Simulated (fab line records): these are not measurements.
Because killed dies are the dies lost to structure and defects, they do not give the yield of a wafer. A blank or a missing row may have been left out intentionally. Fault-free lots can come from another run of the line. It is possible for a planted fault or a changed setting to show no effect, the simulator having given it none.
2 desks, one fault ; flow nand-harc ; only its own numbers are on each desk; what lay behind them is given at the end

## AT THE TOOL OWNER'S DESK: arfi-scanner-02
The tool's own readings at NHARC_A_M1_EXPOSE_06 (exposes mask A M1, target cd 120 nm): means of the sampled wafers that have a number, for each lot that ran on this tool. The brackets show how far a lot's mean lies from the usual mean; more than 4 standard deviations puts the lot out of limits, marked OUT.
Columns: A = exposure-dose-mJ-cm2 at NHARC_A_M1_EXPOSE_06, usual 75.12
lot;first seen here;A
L576;day 23 18:31;75.15
L578;day 25 17:52;75.19
L585;day 27 14:31;75.11
L586;day 28 20:44;75.15
L587;day 28 21:25;75.13
L591;day 30 19:30;72.51 (-35) OUT
This desk's verdict: out of limits on L591, starting with L591 at day 30 19:30 (exposure-dose-mJ-cm2 at NHARC_A_M1_EXPOSE_06). L576, L578, L585, L586, L587 stayed within limits.

## THE METROLOGY DESK
What the gauges read for every lot (on any tool): the sampled wafers with a number, averaged. The brackets show how far a lot's mean lies from the usual mean; more than 4 standard deviations puts the lot out of limits, marked OUT.
Columns: A = cd-nm at NHARC_A_M1_CD_MEAS_09, usual 120.1 nm
lot;first seen here;A
L574;day 23 15:47;120.3
L573;day 23 17:52;120.1
L576;day 23 18:40;120.9
L575;day 23 22:05;120.0
L579;day 25 15:51;119.4
L578;day 25 18:01;120.5
L581;day 26 19:40;119.6
L583;day 26 23:21;120.3
L584;day 27 00:40;119.7
L585;day 27 14:39;120.6
L586;day 28 20:53;120.5
L587;day 28 21:33;120.6
L591;day 30 19:38;126.2 (+10) OUT
This desk's verdict: out of limits on L591, starting with L591 at day 30 19:38 (cd-nm at NHARC_A_M1_CD_MEAS_09). L574, L573, L576, L575, L579, L578, L581, L583, L584, L585, L586, L587 stayed within limits.

## PUT TOGETHER
The tool owner's desk could have raised an alarm at day 30 19:30, on L591.
L591 would have let the metrology desk raise an alarm at day 30 19:38.
NHARC_A_M1_EXPOSE_06 was run on arfi-scanner-02 by each of the lots named.

## WHAT HAD BEEN PUT IN BY THE SIMULATOR
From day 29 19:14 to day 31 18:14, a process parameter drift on arfi-scanner-02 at NHARC_A_M1_EXPOSE_06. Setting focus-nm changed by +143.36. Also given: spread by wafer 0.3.
Shown lots that were struck: L591.
Time in hours from fault onset to the first out-of-limits reading at each desk: tool owner's desk 24, metrology desk 24.
